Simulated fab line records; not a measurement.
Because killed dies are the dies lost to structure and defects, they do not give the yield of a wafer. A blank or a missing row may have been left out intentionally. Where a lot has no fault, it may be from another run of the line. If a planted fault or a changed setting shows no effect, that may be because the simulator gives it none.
Matching of chambers | flow nand-harc | NHARC_A_STAIRCASE_TRIM_187 on rie-diel-03: 3 sister chambers
The step chemistry O2, time 211.2 s. 3 wafers are shown with their chamber, then 5 later ones without.

WAFERS, EACH WITH ITS CHAMBER
wafer  | chamber | showerhead-plenum-p-Torr (Torr)
L729.2 | 0       | 3.47
L730.1 | 3       | 3.49
L730.2 | 2       | 3.28

WAFERS WHOSE CHAMBER IS MISSING
wafer  | showerhead-plenum-p-Torr (Torr)
L730.6 | 3.49
L732.2 | 3.81
L732.5 | 3.81
L743.1 | 3.47
L743.3 | 3.45

EACH ONE'S CHAMBER
wafer  | from the rows above          | in truth
L730.6 | can't be placed: 3 or 0 or 2 | 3
L732.2 | can't be placed: 3 or 0 or 2 | 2
L732.5 | can't be placed: 3 or 0 or 2 | 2
L743.1 | can't be placed: 0 or 3 or 2 | 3
L743.3 | can't be placed: 0 or 3 or 2 | 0
0 of 5 placed correctly. Can't be placed from these rows: 5 (the true chamber is among the candidates in 5). Placed wrongly: 0.
How it was worked out, from the rows above alone: a wafer's distance from a chamber is the root of the sum, over the readings, of the square of ((its reading less the chamber's mean) divided by the reading's scatter). If the next closest chamber is less than 2 further off than the closest, the wafer can't be placed; otherwise it belongs to the closest. Each chamber's mean is taken over the wafers shown for it. The scatter: with one shown wafer a chamber, the root of the mean of the squares of how far each hidden wafer lies from its nearest shown one.
